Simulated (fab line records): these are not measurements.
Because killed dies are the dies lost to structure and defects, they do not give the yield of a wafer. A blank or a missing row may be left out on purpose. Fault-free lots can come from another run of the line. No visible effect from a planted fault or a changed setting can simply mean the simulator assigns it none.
fab line records -- flow nandHarc
record: lots: 5, wafers: 15, lastDay: 23
route steps=1159 shown P_GATE@170
lots untouched by any fault: they come from a run of this same line in which no faults occurred
startH: the number of hours between the record's first day and the start of the first shown wafer of the lot -- waitH: time in hours since the lot's previous step -- " as in the row above -- L1.1+2: several wafers, shown together as one row -- - no value, or no start given -- * or withheld: withheld -- < > ~ a bound
route shown NAME@n: NAME is a module with steps in the file, n the number in the route of the first one -- usual: mean/standard deviation of fault-free wafers -- same: alike in all rows -- chamber/n: place in a boat -- sites: the reading at each site -- _std_site: their standard deviation -- _edge_site: the outer-site mean with the inner-site mean subtracted -- radiusMm: how far each site lies from the wafer's centre -- mask NAME#n: copy n -- behind: the most recent tool/chamber to have shaped the wafer -- hold: why the lot was held/for how many hours/how that ended -- device: whichever transistor did not switch (one of n, p or np) -- end of line: tests of these same wafers at the route's end -- where a step has no rows: the recipe by itself -- killed: count of dies lost to structure and defects at first sort (not the wafer's yield) -- map: a wafer's dies, marking killed ones x, the rest . and places with no die _
set.NAME: the setting that was run; set.NAME@STEP: the one run at that earlier step -- model.NAME: the simulator's own value behind a step, which no gauge read
lots seen at some steps along the route; tables by step, rows by wafer
services: when a tool's chamber went out of use (startH, in hours from the record's first day, below 0 if earlier), for how many hours, and the reason
== steps ==
step: NHARC_P_GATE_CD_MEAS_46
recipe: targetCdNm: 720, landingEnergyEv: 500
usual: cdNm: 719.5/1.9
lot.wafer,tool,chamber,startH,waitH,cdNm
L875.1,cdSem-01,0,101.88,-,717.5
L875.4,cdSem-01,0,101.88,-,718.3
L875.6,cdSem-01,0,101.88,-,720.0
L878.1,cdSem-02,0,122.90,-,719.5
L878.4,cdSem-02,0,122.90,-,719.4
L878.6,cdSem-02,0,122.90,-,721.0
L883.2,cdSem-02,0,152.23,-,718.6
L883.4,cdSem-02,0,152.23,-,721.5
L883.6,cdSem-02,0,152.23,-,719.0
L891.2,cdSem-03,0,205.12,-,721.2
L891.3,cdSem-03,0,205.12,-,722.9
L891.5,cdSem-03,0,205.12,-,719.1
L893.3,cdSem-02,0,209.93,-,721.5
L893.4,cdSem-02,0,209.93,-,721.8
L893.5,cdSem-02,0,209.93,-,724.7
step: NHARC_P_GATE_HARDBAKE_47
recipe: tempC: 125, timeS: 80
step: NHARC_P_GATE_DESCUM_48
recipe: timeS: 3, o2FlowSccm: 200, arFlowSccm: 0, biasPowerW: 0, chemistry: O2
usual: drypumpMotorCurrentA: 5.9/0.39, o2FlowSccm: 199.9/0.67, oesProductAu: 0.995/0.013, rfVppV: 57.7/0.91, showerheadPlenumPTorr: 1.91/0.11, throttleValvePct: 11.312/0.0089
lot.wafer,tool,chamber,startH,waitH,drypumpMotorCurrentA,o2FlowSccm,oesProductAu,rfHoursCounterH,rfVppV,showerheadPlenumPTorr,throttleValvePct
L875.4,rieDiel-12,1,102.04,-,6.0,199.6,1.001,28,57.2,1.78,11.304
L875.1,rieDiel-12,0,102.04,-,6.1,200.7,1.003,27,58.3,2.01,11.325
L875.6,rieDiel-12,2,102.04,-,5.4,200.7,1.000,-,57.2,1.83,11.314
L878.4,rieDiel-12,2,123.06,-,5.3,199.3,1.008,33,57.6,1.83,11.324
L878.1,rieDiel-12,0,123.06,-,6.1,199.7,1.014,33,58.4,2.01,11.310
L878.6,rieDiel-12,3,123.06,-,5.5,200.4,0.986,-,58.8,2.00,11.308
L883.4,rieDiel-11,0,152.44,-,5.7,199.6,0.995,45,55.8,1.83,11.316
L883.2,rieDiel-11,2,152.44,-,6.1,200.9,1.002,43,56.7,1.77,11.315
L883.6,rieDiel-11,0,152.44,-,5.8,198.8,0.989,-,58.3,1.83,11.312
L891.2,rieDiel-03,2,205.28,-,5.5,200.0,1.000,31,58.1,2.02,11.313
L891.3,rieDiel-03,1,205.28,-,6.0,200.5,0.992,32,56.8,1.80,11.315
L891.5,rieDiel-03,2,205.28,-,5.6,200.0,0.993,-,57.4,2.02,11.309
L893.4,rieDiel-03,3,210.10,-,6.7,199.4,0.978,33,55.8,1.86,11.301
L893.3,rieDiel-03,1,210.10,-,6.0,200.6,0.993,32,57.5,1.80,11.320
L893.5,rieDiel-03,3,210.10,-,6.7,198.9,0.983,-,56.9,1.86,11.306
step: NHARC_P_GATE_IMPLANT_49
recipe: energyKev: 30, doseCm2: 3e+15, tiltDeg: 7
step: NHARC_P_GATE_STRIP_111
recipe: powerW: 1500, tempC: 110, timeS: 250, chemistry: N2/H2
usual: drypumpMotorCurrentA: 6.2/0.33, heaterPowerW: 85/10, rfReflPowerW: 19/5
lot.wafer,tool,chamber,startH,waitH,drypumpMotorCurrentA,heaterPowerW,rfHoursCounterH,rfReflPowerW
L875.1,plasmaAsher-02,1,103.25,1.0,6.1,82,31,23
L875.4,plasmaAsher-02,1,103.25,1.0,6.1,83,-,22
L875.6,plasmaAsher-02,1,103.25,1.0,6.1,82,-,22
L878.1,plasmaAsher-01,0,123.43,0.2,6.5,101,5,10
L878.4,plasmaAsher-01,1,123.43,0.2,6.5,88,-,22
L878.6,plasmaAsher-01,1,123.43,0.2,6.5,89,-,22
L883.2,plasmaAsher-01,1,152.88,0.2,6.5,88,13,21
L883.4,plasmaAsher-01,0,152.88,0.2,6.4,99,-,10
L883.6,plasmaAsher-01,0,152.88,0.2,6.5,102,-,10
L891.2,plasmaAsher-01,1,205.72,0.2,6.5,89,34,22
L891.3,plasmaAsher-01,1,205.72,0.2,6.5,88,-,22
L891.5,plasmaAsher-01,0,205.72,0.2,6.5,101,-,10
L893.4,plasmaAsher-01,0,210.56,0.2,6.4,102,-,10
L893.3,plasmaAsher-01,1,210.56,0.2,6.5,87,-,22
L893.5,plasmaAsher-01,1,210.56,0.2,6.5,88,-,22
step: NHARC_P_GATE_STRIP_75
recipe: powerW: 1500, tempC: 250, chemistry: O2
usual: drypumpMotorCurrentA: 6.2/0.33, heaterPowerW: 317/39, rfReflPowerW: 18/4.9
lot.wafer,tool,chamber,startH,waitH,drypumpMotorCurrentA,heaterPowerW,rfHoursCounterH,rfReflPowerW
L875.1,plasmaAsher-02,1,103.56,0.3,6.1,308,31,22
L875.4,plasmaAsher-02,1,103.56,0.3,6.1,308,-,22
L875.6,plasmaAsher-02,1,103.56,0.3,6.1,312,-,22
L878.1,plasmaAsher-01,0,123.74,0.3,6.5,375,5,10
L878.4,plasmaAsher-01,1,123.74,0.3,6.5,332,-,21
L878.6,plasmaAsher-01,1,123.74,0.3,6.5,338,-,21
L883.2,plasmaAsher-01,1,153.14,0.2,6.5,323,13,21
L883.4,plasmaAsher-01,0,153.14,0.2,6.5,377,-,10
L883.6,plasmaAsher-01,0,153.14,0.2,6.4,381,-,10
L891.2,plasmaAsher-01,1,205.99,0.2,6.5,332,34,22
L891.3,plasmaAsher-01,1,205.99,0.2,6.5,331,-,22
L891.5,plasmaAsher-01,0,205.99,0.2,6.5,377,-,10
L893.4,plasmaAsher-01,0,210.78,0.2,6.5,380,-,11
L893.3,plasmaAsher-01,1,210.78,0.2,6.5,336,-,21
L893.5,plasmaAsher-01,1,210.78,0.2,6.5,331,-,21
step: NHARC_P_GATE_STRIP_50
recipe: timeS: 900, tempC: 130, chemistry: SPM
step: NHARC_P_GATE_DEHYDRATE_51
recipe: tempC: 150, timeS: 120
step: NHARC_P_GATE_HMDS_52
recipe: timeS: 30
step: NHARC_P_GATE_COAT_53
recipe: spinRpm: 3000
step: NHARC_P_GATE_SOFTBAKE_54
recipe: tempC: 122, timeS: 95
step: NHARC_P_GATE_EBR_55
step: NHARC_P_GATE_EXPOSE_56
recipe: na: 0.6, targetCdNm: 720, doseMj: 14.81, maskId: P_PSD
lot.wafer,tool,chamber,startH,waitH,mask
L875.1+4+6,krfScanner-03,0,104.21,-,P_PSD#0
L878.1+4+6,krfScanner-04,0,124.51,-,P_PSD#0
L883.2+4+6,krfScanner-03,0,153.90,-,P_PSD_R1#0
L891.2+3+5,krfScanner-03,0,206.80,-,P_PSD#0
L893.3+4+5,krfScanner-04,0,211.58,-,P_PSD#0
step: NHARC_P_GATE_PEB_57
recipe: pebTempC: 118, pebTimeS: 85
step: NHARC_P_GATE_DEVELOP_58
recipe: timeS: 70
step: NHARC_P_GATE_CD_MEAS_59
recipe: targetCdNm: 720, landingEnergyEv: 500
usual: cdNm: 719.2/2.7
lot.wafer,tool,chamber,startH,waitH,cdNm
L875.1,cdSem-01,0,104.36,-,721.9
L875.4,cdSem-01,0,104.36,-,722.0
L875.6,cdSem-01,0,104.36,-,721.9
L878.1,cdSem-03,0,124.67,-,722.8
L878.4,cdSem-03,0,124.67,-,724.5
L878.6,cdSem-03,0,124.67,-,722.8
L883.2,cdSem-03,0,154.05,-,697.8
L883.4,cdSem-03,0,154.05,-,696.7
L883.6,cdSem-03,0,154.05,-,696.1
L891.2,cdSem-03,0,206.96,-,720.2
L891.3,cdSem-03,0,206.96,-,719.5
L891.5,cdSem-03,0,206.96,-,717.9
L893.3,cdSem-02,0,211.74,-,718.9
L893.4,cdSem-02,0,211.74,-,719.7
L893.5,cdSem-02,0,211.74,-,717.3
step: NHARC_P_GATE_HARDBAKE_60
recipe: tempC: 125, timeS: 80
== services ==
tool,chamber,startH,hours,kind
rieDiel-12,0,83.46,-,clean
rieDiel-12,1,83.46,-,clean
rieDiel-12,2,83.46,-,clean
rieDiel-12,3,83.46,-,clean
krfScanner-04,-,89.32,19.1,repair
rieDiel-03,0,96.32,-,clean
rieDiel-03,1,96.32,-,clean
plasmaAsher-01,-,99.00,9.0,pm
plasmaAsher-01,0,99.00,9.0,ventCycle
plasmaAsher-01,1,99.00,9.0,ventCycle
rieDiel-11,1,104.11,4.5,repair
plasmaAsher-01,0,108.00,-,clean
plasmaAsher-01,1,108.00,-,clean
plasmaAsher-01,-,123.99,6.7,repair
krfScanner-04,-,126.00,4.0,pm
rieDiel-03,3,148.73,7.9,repair
rieDiel-11,-,155.07,0.5,repair
krfScanner-03,-,168.00,4.0,pm
krfScanner-03,-,176.91,0.6,repair
plasmaAsher-02,-,183.02,9.0,pm
plasmaAsher-01,-,187.74,3.9,repair
rieDiel-11,-,189.52,9.0,pm
rieDiel-12,-,202.53,9.0,pm
krfScanner-04,-,204.44,0.3,repair
== key ==
firstSign: step: NHARC_P_GATE_EXPOSE_56, reading: mask, direction: changed
effect: step: NHARC_P_GATE_CD_MEAS_59, reading: cdNm, direction: down, sigmas: 8.2, usual: 719.2, struck: 696.9
metAt NHARC_P_GATE_EXPOSE_56
struckWafers L883.2,L883.4,L883.6
testerLeftOut L883
onsetBetween 104.21 153.90
fault: kind: wrongMask, tool: any, chamber: -, onsetH: 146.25, steps: NHARC_P_GATE_EXPOSE_56, auxCopy: P_PSD_R1#0, cdOffsetNm: -26.717, scope: struckLotsOnly
testerLeftOut: of these lots the tester's yield and bins aren't shown, on N5 and GAA mostly nor the transistor test; their killed dies are dies lost to structure and defects alone, not to doping, threshold or leakage, so they don't give the yield
